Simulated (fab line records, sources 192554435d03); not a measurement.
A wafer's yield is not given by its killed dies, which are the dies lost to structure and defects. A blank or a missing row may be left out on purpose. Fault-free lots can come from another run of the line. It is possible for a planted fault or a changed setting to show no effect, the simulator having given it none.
fab line records | flow n5Finfet
[record] lots = 10 wafers = 30 lastDay = 17
route steps=1938 shown BEOL_M4@1111 PASS1_CAP@1874 PAD_METAL@1893 PASSIVATION@1916 END@1938
lots untouched by any fault: they come from a run of this same line in which no faults occurred
startH: hours from the record's opening day to when the first of the lot's shown wafers began | waitH: hours from the lot's prior step to this one | " unchanged from the row above | L1.1+2: one row covering several wafers at once | - either no value or no given start | * or withheld: withheld | < > ~ a bound
route shown NAME@n: names a module that has steps shown in the file, with the first one's number in the route | usual: mean/standard deviation of fault-free wafers | same: alike in all rows | chamber/n: place in a boat | sites: each site's reading | _std_site: the values' standard deviation | _edge_site: outer sites' mean less inner sites' | radiusMm: for every site, how far away it sits from the centre of the wafer | mask NAME#n: copy n | behind: the most recent tool/chamber to have shaped the wafer | hold: why the lot went on hold/how many hours it stayed there/how the hold came to an end | device: names the non-switching transistor (n, p or np) | end of line: the same wafers' tests at the end of the route | a step without rows: its recipe alone | killed: at the first sort, the dies lost to defects and structure; wafer yield is something else | map: a wafer's dies, marking killed ones x, the rest . and places with no die _
set.NAME: the setting that was run; set.NAME@STEP: the one run at that earlier step | model.NAME: the simulator's own value behind a step, which no gauge read
the route's steps for a sample of lots (tables are steps, rows are wafers)
services: when a tool's chamber went out of use (startH, in hours from the record's first day, below 0 if earlier), for how many hours, and the reason
[[steps]]
[step N5_BEOL_M4_RC_MEAS_101]
[usual] DIBL_N = 35.9/1.9 DIBL_P = 35.8/2.4 IOFF_N = 0.15/0.031 IOFF_P = 0.21/0.037 ION_N = 672/13 ION_P = 462/8.3 SS_N = 71.5/0.72 SS_P = 73.2/0.67 VT_N = 250/3.4 VT_P = -250/3.4
// columns lot.wafer tool chamber startH waitH DIBL_N[mV/V] DIBL_P[mV/V] IOFF_N[nA/um] IOFF_P[nA/um] ION_N[uA/um] ION_P[uA/um] SS_N[mV/dec] SS_P[mV/dec] VT_N[mV] VT_P[mV]
L216.1 prober-01 0 176.60 0.0 36.6 36.7 0.16 0.23 671 469 71.6 73.5 250 -248
L216.3 " 0 " " 34.4 35.1 0.12 0.21 640 456 70.6 73.6 257 -249
L216.4 " 0 " " 35.2 36.2 0.14 0.23 667 472 70.9 73.5 253 -249
L222.1 prober-02 0 203.01 0.0 35.9 36.7 0.16 0.22 684 462 70.7 73.4 248 -252
L222.5 " 0 " " 33.1 32.7 0.11 0.16 657 456 70.2 71.7 252 -254
L222.6 " 0 " " 36.3 36.9 0.17 0.22 678 460 71.2 73.2 247 -248
L219.1 prober-01 0 204.98 0.0 37.3 37.0 0.16 0.24 672 469 71.5 73.0 253 -246
L219.5 " 0 " " 36.3 33.6 0.15 0.19 658 450 72.1 73.0 252 -252
L219.6 " 0 " " 36.6 35.0 0.14 0.21 661 461 72.0 73.7 251 -251
L223.3 prober-02 0 205.56 0.3 36.2 38.6 0.18 0.23 695 470 72.5 73.3 245 -250
L223.4 " 0 " " 39.5 41.0 0.23 0.26 689 451 73.2 75.1 245 -253
L223.6 " 0 " " 36.9 38.6 0.18 0.21 679 456 72.7 74.0 248 -254
L224.2 prober-02 0 220.61 0.2 37.3 35.6 0.15 0.20 661 455 72.2 73.8 252 -250
L224.4 " 0 " " 40.0 39.7 0.20 0.27 683 464 73.4 73.9 248 -249
L224.5 " 0 " " 34.2 33.6 0.11 0.18 652 455 71.5 72.0 255 -252
L227.1 prober-01 0 253.06 0.0 38.2 38.1 0.20 0.28 686 473 71.8 74.0 245 -246
L227.3 " 0 " " 34.0 32.7 0.13 0.19 665 461 70.9 72.1 251 -249
L227.4 " 0 " " 36.5 35.6 0.17 0.24 675 469 70.3 73.5 250 -246
L229.3 prober-01 0 261.58 0.3 34.7 34.6 0.13 0.18 674 464 70.5 73.1 248 -256
L229.5 " 0 " " 36.6 36.6 0.15 0.20 669 457 71.8 72.7 251 -250
L229.6 " 0 " " 36.2 35.9 0.14 0.19 683 465 71.5 72.9 253 -252
L237.1 prober-01 0 310.02 0.0 38.1 39.6 0.19 0.26 677 462 72.5 74.5 246 -246
L237.3 " 0 " " 37.9 38.2 0.18 0.23 696 474 72.1 74.2 249 -248
L237.5 " 0 " " 35.8 37.0 0.15 0.20 674 464 71.2 74.0 251 -251
L236.1 prober-02 0 310.27 0.0 36.2 39.0 0.16 0.23 667 459 71.7 73.3 252 -248
L236.3 " 0 " " 37.0 39.4 0.16 0.22 662 451 71.6 73.5 249 -250
L236.4 " 0 " " 35.5 37.0 0.14 0.19 672 461 71.8 73.1 252 -250
L238.3 prober-02 0 313.89 0.3 34.6 33.6 0.13 0.20 674 473 70.6 72.7 250 -251
L238.4 " 0 " " 36.8 35.7 0.17 0.23 690 475 71.4 73.0 249 -247
L238.6 " 0 " " 36.9 35.7 0.16 0.23 682 473 71.3 72.5 253 -247
[step N5_PASSIVATION_PECVD_01]
[recipe] material = SiNx targetThkA = 2000 tempC = 400 precursor = SiH4/NH3/N2 pressureTorr = 4.9 rfW = 1406 timeS = 43.2
[usual] heaterPowerW = 395/86 showerheadPlenumPTorr = 8.70/0.071 throttleValvePct = 29.5/1.8
// columns lot.wafer tool chamber startH waitH heaterPowerW showerheadPlenumPTorr throttleValvePct
L216.1 pecvd-03 1 274.41 0.0 478 8.81 27.8
L216.3 " 0 " " 321 8.62 29.6
L216.4 " 0 " " 339 8.62 30.1
L219.1 pecvd-01 0 312.43 0.0 443 8.64 28.9
L219.5 " 2 " " 410 8.67 28.0
L219.6 " 1 " " 535 8.64 33.4
L223.3 pecvd-03 0 314.35 0.0 422 8.65 29.6
L223.4 " 1 " " 401 8.83 27.4
L223.6 " 0 " " 424 8.62 29.7
L222.1 pecvd-04 1 314.40 0.0 399 8.75 31.3
L222.5 " 0 " " 195 8.72 32.0
L222.6 " 2 " " 241 8.67 27.6
L224.2 pecvd-03 1 315.78 0.0 456 8.81 27.3
L224.4 " 1 " " 472 8.84 27.4
L224.5 " 2 " " 428 8.70 29.7
L227.1 pecvd-03 1 358.74 0.0 324 8.83 27.8
L227.3 " 0 " " 339 8.61 29.8
L227.4 " 2 " " 438 8.73 29.6
L229.3 pecvd-03 0 366.44 0.0 407 8.61 29.7
L229.5 " 2 " " 431 8.73 29.6
L229.6 " 0 " " 411 8.61 29.7
L237.1 pecvd-04 0 401.50 0.0 192 8.69 32.5
L237.3 " 2 " " 288 8.71 27.4
L237.5 " 2 " " 290 8.68 27.6
L238.3 pecvd-01 2 406.57 0.1 360 8.67 28.1
L238.4 " 2 " " 360 8.66 28.1
L238.6 " 2 " " 387 8.67 28.0
L236.1 pecvd-01 0 410.50 0.0 432 8.62 29.1
L236.3 " 2 " " 401 8.65 27.8
L236.4 " 0 " " 450 8.62 29.0
[step N5_PASSIVATION_DEGAS_18]
[recipe] ambient = vacuum tempC = 300 timeS = 60
[usual] heaterPowerW = 492/33
// columns lot.wafer tool chamber startH waitH heaterPowerW
L216.1 pvdSputter-03 - 277.39 0.5 476
L216.3 " - " " 467
L216.4 " - " " 470
L223.3 pvdSputter-03 - 315.80 0.2 482
L223.4 " - " " 557
L223.6 " - " " 464
L219.1 pvdSputter-03 - 316.22 0.1 473
L219.5 " - " " 480
L219.6 " - " " 566
L222.1 pvdSputter-03 - 316.76 0.2 476
L222.5 " - " " 472
L222.6 " - " " 555
L224.2 pvdSputter-02 - 320.22 0.8 497
L224.4 " - " " 476
L224.5 " - " " 521
L227.1 pvdSputter-02 - 362.42 0.6 487
L227.3 " - " " 481
L227.4 " - " " 490
L229.3 pvdSputter-02 - 368.55 0.6 509
L229.5 " - " " 519
L229.6 " - " " 486
L237.1 pvdSputter-03 - 403.11 0.4 453
L237.3 " - " " 550
L237.5 " - " " 461
L238.3 pvdSputter-03 - 408.44 0.3 458
L238.4 " - " " 466
L238.6 " - " " 558
L236.1 pvdSputter-03 - 411.83 0.1 559
L236.3 " - " " 470
L236.4 " - " " 455
[step N5_PASSIVATION_PECVD_35]
[recipe] material = SiNx targetThkA = 7000 tempC = 400 precursor = SiH4/NH3/N2 pressureTorr = 4.9 rfW = 1406 timeS = 151.3
[usual] heaterPowerW = 365/96 showerheadPlenumPTorr = 8.71/0.063 throttleValvePct = 29.4/1.6
// columns lot.wafer tool chamber startH waitH heaterPowerW showerheadPlenumPTorr throttleValvePct
L216.1 pecvd-03 2 279.57 0.1 363 8.72 29.4
L216.3 " 0 " " 301 8.62 29.7
L216.4 " 1 " " 315 8.83 27.5
L223.3 pecvd-03 1 317.77 0.1 365 8.85 27.6
L223.4 " 0 " " 371 8.61 29.8
L223.6 " 2 " " 404 8.70 29.5
L219.1 pecvd-04 0 318.71 0.1 184 8.71 32.0
L219.5 " 1 " " 376 8.76 31.4
L219.6 " 0 " " 215 8.70 32.2
L222.1 pecvd-02 2 318.84 0.1 429 8.74 28.5
L222.5 " 1 " " 423 8.66 28.2
L222.6 " 0 " " 474 8.63 29.6
L224.2 pecvd-03 0 322.33 0.1 407 8.63 29.5
L224.4 " 2 " " 378 8.73 29.6
L224.5 " 0 " " 432 8.65 29.8
L227.1 pecvd-02 1 364.56 0.1 359 8.62 28.4
L227.3 " 2 " " 386 8.77 28.9
L227.4 " 2 " " 408 8.76 28.9
L229.3 pecvd-02 1 370.79 0.1 370 8.68 28.3
L229.5 " 1 " " 421 8.68 28.2
L229.6 " 0 " " 482 8.63 29.4
L237.1 pecvd-04 0 405.20 0.1 232 8.69 32.3
L237.3 " 1 " " 499 8.76 31.5
L237.5 " 0 " " 252 8.73 32.4
L238.3 pecvd-02 0 410.49 0.1 504 8.65 29.5
L238.4 " 1 " " 471 8.65 28.3
L238.6 " 0 " " 359 8.64 29.5
L236.1 pecvd-04 0 413.78 0.1 243 8.71 32.3
L236.3 " 1 " " 530 8.76 31.5
L236.4 " 0 " " 131 8.72 32.0
[step N5_PASSIVATION_PROBE_49]
[usual] defectLimitedYield = 91.6/1.2 killed_at_M0_to_M3 = 33/9.4 killed_at_M4_up = 13/5.2 killedAtContacts = 13/5.6 killedAtFrontEnd = 37/9.5 killedAtOther = 4/3.1 killedDies = 99/15 killedOpen = 65/11 killedShort = 32/7.5 sort_bin_5_function = 4.9/0.77 sort_bin_6_memory = 3.1/0.65 sort_bin_8_speed = 0.01/0.056 sortNPass = 1081/15 sortYieldPct = 91.6/1.2
[same] grossDies = 1180 killedAtBackSide = 0 sort_bin_4_leakage[%] = 0
// columns lot.wafer tool chamber startH waitH defectLimitedYield[%] killed_at_M0_to_M3 killed_at_M4_up killedAtContacts killedAtFrontEnd killedAtOther killedDies killedOpen killedShort sort_bin_5_function[%] sort_bin_6_memory[%] sort_bin_8_speed[%] sortNPass sortYieldPct[%]
L222.1 prober-02 - 323.79 0.0 89.9 37 14 9 52 7 119 71 46 5.9 3.5 0 1061 89.9
L222.5 prober-02 - 323.99 0.2 93.2 19 6 17 34 4 80 44 35 4.1 2.4 0 1100 93.2
L222.6 prober-02 - 324.04 0.3 91.1 26 18 14 37 10 105 70 35 5.6 3.0 0 1075 91.1
L227.1 prober-01 - 368.20 0.0 91.5 23 8 16 47 6 100 68 32 4.7 3.3 0 1080 91.5
L227.3 prober-01 - 368.30 0.1 81.4 28 4 10 44 133 219 60 30 15.5 2.8 0 961 81.4
L227.4 prober-01 - 368.35 0.2 93.0 26 12 5 36 4 83 53 29 4.7 2.2 0 1097 93.0
L229.3 prober-02 - 374.46 0.1 78.7 43 18 12 39 139 251 80 31 17.1 4.0 0 929 78.7
L229.5 prober-02 - 374.56 0.2 92.8 22 18 6 39 0 85 52 33 4.1 3.0 0 1095 92.8
L229.6 prober-02 - 374.61 0.3 91.2 43 14 10 35 2 104 57 46 5.0 3.4 0 1076 91.2
L237.1 prober-01 - 408.84 0.0 90.2 29 14 18 53 2 116 83 33 6.1 3.6 0 1064 90.2
L237.3 prober-01 - 408.94 0.1 92.1 22 4 5 54 8 93 61 32 5.0 2.7 0 1087 92.1
L237.5 prober-01 - 409.04 0.2 92.0 34 17 12 22 9 94 60 34 4.7 2.8 0 1086 92.0
// killed by level:class
L222.1 FIN_SAQP:geometricParticle:short=13 STI_FIN_REVEAL:geometricParticle:open=12 FIN_SAQP:geometricParticle:open=10 BEOL_M0_SAQP:geometricParticle:open=9 MOL_CONTACT_COAG:geometricParticle:open=9 BEOL_M0_SAQP:geometricParticle:short=9 BEOL_M1:geometricParticle:short=6 BEOL_M4:geometricParticle:open=4
L222.5 MOL_CONTACT_COAG:geometricParticle:open=14 FIN_SAQP:geometricParticle:short=8 FIN_SAQP:geometricParticle:open=6 BEOL_M1:geometricParticle:open=5 SPACER0:geometricParticle:open=4 GATE_CUT:geometricParticle:short=3 MOL_CONTACT_COAG:geometricParticle:short=3 BEOL_M3:geometricParticle:open=3
L222.6 MOL_CONTACT_COAG:geometricParticle:open=13 FIN_SAQP:geometricParticle:short=8 FIN_SAQP:geometricParticle:open=8 BEOL_M4:geometricParticle:open=8 BEOL_M2:geometricParticle:open=8 PASS1_CAP:geometricParticle:open=6 BEOL_M1:geometricParticle:short=6 BEOL_M0_SAQP:geometricParticle:open=5
L227.1 MOL_CONTACT_COAG:geometricParticle:open=13 STI_FIN_REVEAL:geometricParticle:open=12 BEOL_M1:geometricParticle:open=9 BEOL_M0_SAQP:geometricParticle:short=7 FIN_SAQP:geometricParticle:short=6 FIN_SAQP:geometricParticle:open=6 DUMMY_GATE:geometricParticle:open=6 BEOL_M4:geometricParticle:open=6
L227.3 PASS1_CAP:areaPecvd=129 FIN_SAQP:geometricParticle:short=10 BEOL_M0_SAQP:geometricParticle:open=10 STI_FIN_REVEAL:geometricParticle:open=9 MOL_CONTACT_COAG:geometricParticle:open=8 DUMMY_GATE:geometricParticle:open=6 FIN_SAQP:geometricParticle:open=5 BEOL_M0_SAQP:geometricParticle:short=5
L227.4 STI_FIN_REVEAL:geometricParticle:open=17 BEOL_M0_SAQP:geometricParticle:short=8 BEOL_M1:geometricParticle:open=6 FIN_SAQP:geometricParticle:short=5 MOL_CONTACT_COAG:geometricParticle:open=5 BEOL_M0_SAQP:geometricParticle:open=4 BEOL_M4:geometricParticle:open=4 STI_FIN_REVEAL:geometricParticle:short=3
L229.3 PASS1_CAP:areaPecvd=139 BEOL_M4:geometricParticle:open=12 FIN_SAQP:geometricParticle:open=11 MOL_CONTACT_COAG:geometricParticle:open=11 BEOL_M0_SAQP:geometricParticle:open=9 BEOL_M1:geometricParticle:open=8 SPACER0:geometricParticle:open=7 BEOL_M0_SAQP:geometricParticle:short=7
L229.5 FIN_SAQP:geometricParticle:open=6 DUMMY_GATE:geometricParticle:open=6 BEOL_M1:geometricParticle:open=6 MOL_CONTACT_COAG:geometricParticle:open=5 BEOL_M4:geometricParticle:open=5 STARTING-WAFER:geometricParticle:short=5 STI_FIN_REVEAL:geometricParticle:open=4 BEOL_M1:geometricParticle:short=4
L229.6 BEOL_M0_SAQP:geometricParticle:short=12 BEOL_M0_SAQP:geometricParticle:open=11 FIN_SAQP:geometricParticle:open=9 MOL_CONTACT_COAG:geometricParticle:open=8 BEOL_M3:geometricParticle:open=7 SPACER0:geometricParticle:open=6 BEOL_M1:geometricParticle:open=6 FIN_SAQP:geometricParticle:short=5
L237.1 MOL_CONTACT_COAG:geometricParticle:open=16 STI_FIN_REVEAL:geometricParticle:open=15 BEOL_M2:geometricParticle:open=13 FIN_SAQP:geometricParticle:open=8 BEOL_M4:geometricParticle:open=8 BEOL_M0_SAQP:geometricParticle:short=7 FIN_SAQP:geometricParticle:short=5 STI_FIN_REVEAL:geometricParticle:short=5
L237.3 FIN_SAQP:geometricParticle:open=18 FIN_SAQP:geometricParticle:short=9 BEOL_M2:geometricParticle:open=7 STI_FIN_REVEAL:geometricParticle:open=6 BEOL_M0_SAQP:geometricParticle:short=6 STARTING-WAFER:geometricParticle:short=6 MOL_CONTACT_COAG:geometricParticle:open=5 BEOL_M1:geometricParticle:open=5
L237.5 BEOL_M4:geometricParticle:open=11 BEOL_M0_SAQP:geometricParticle:short=11 MOL_CONTACT_COAG:geometricParticle:open=8 BEOL_M3:geometricParticle:open=7 STI_FIN_REVEAL:geometricParticle:open=5 PASS1_CAP:geometricParticle:open=5 DUMMY_GATE:geometricParticle:open=4 MOL_CONTACT_COAG:geometricParticle:short=4
[step N5_PASSIVATION_INSPECT_57]
[recipe] inspectInstrument = macro mode = outgoing
[usual] rawDefectCount = 2.0/1.3
// columns lot.wafer tool chamber startH waitH rawDefectCount
L216.1 defectInspect-01 - 283.53 0.0 2
L216.3 " - " " 2
L216.4 " - " " 2
L223.3 defectInspect-01 - 322.15 0.0 3
L223.4 " - " " 1
L223.6 " - " " 2
L219.1 defectInspect-02 - 322.63 0.0 0
L219.5 " - " " 3
L219.6 " - " " 1
L222.1 defectInspect-02 - 324.14 0.0 3
L222.5 " - " " 4
L222.6 " - " " 1
L224.2 defectInspect-01 - 326.26 0.0 4
L224.4 " - " " 1
L224.5 " - " " 3
L227.1 defectInspect-02 - 368.55 0.0 3
L227.3 " - " " 2
L227.4 " - " " 3
L229.3 defectInspect-02 - 374.72 0.0 1
L229.5 " - " " 2
L229.6 " - " " 4
L237.1 defectInspect-01 - 409.20 0.0 3
L237.3 " - " " 4
L237.5 " - " " 1
L238.3 defectInspect-01 - 414.49 0.0 4
L238.4 " - " " 1
L238.6 " - " " 1
L236.1 defectInspect-02 - 417.83 0.0 3
L236.3 " - " " 2
L236.4 " - " " 2
[[services]]
// columns tool chamber startH hours kind
pecvd-01 2 259.72 5.5 scheduledDown
pecvd-03 0 262.20 2.1 scheduledDown
pecvd-04 - 275.15 6.0 pm
pecvd-02 2 276.66 6.6 repair
pvdSputter-02 - 285.64 5.0 repair
pecvd-02 - 286.30 0.9 repair
pecvd-01 1 290.76 2.1 scheduledDown
pecvd-04 1 292.53 5.5 scheduledDown
pecvd-03 - 311.16 3.1 repair
pecvd-01 1 320.58 8.3 repair
pecvd-01 0 329.59 2.1 scheduledDown
pvdSputter-03 - 338.72 1.8 repair
pecvd-04 - 357.43 0.9 repair
pecvd-04 - 368.56 4.9 repair
pecvd-01 - 379.19 2.8 pm
pecvd-01 1 383.62 - clean
pecvd-01 1 383.62 - consumableReplace:showerhead
pecvd-01 1 383.62 29.0 scheduledDown
pecvd-01 1 383.62 29.0 ventCycle
pecvd-03 2 397.38 3.8 repair
pecvd-01 0 401.87 5.5 scheduledDown
pecvd-01 - 402.20 0.8 pm
pvdSputter-03 - 404.95 2.1 repair
[[key]]
[firstSign] step = N5_PASSIVATION_PROBE_49 reading = killedAtOther direction = up sigmas = 43 usual = 4 struck = 136
[effect] step = N5_PASSIVATION_PROBE_49 reading = sort_bin_5_function direction = up sigmas = 15 usual = 4.9 struck = 16.3
[moreKillsBornAt] N5_PASSIVATION_PECVD_01@pecvd-03 = 268
metAt N5_PASSIVATION_PECVD_01
struckLots L227,L229
struckWafers L227.3,L229.3
notActingAt N5_PASSIVATION_DEGAS_18,N5_PASSIVATION_PECVD_35,N5_PASSIVATION_INSPECT_57
onsetBetween 315.78 358.74
[fault] kind = processParameterDrift tool = pecvd-03 chamber = - onsetH = 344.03 steps = N5_PASSIVATION_PECVD_01 channel = timeS offset = * shape = step endH = 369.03 scope = struckWafersOnly actsIn = * stated = *
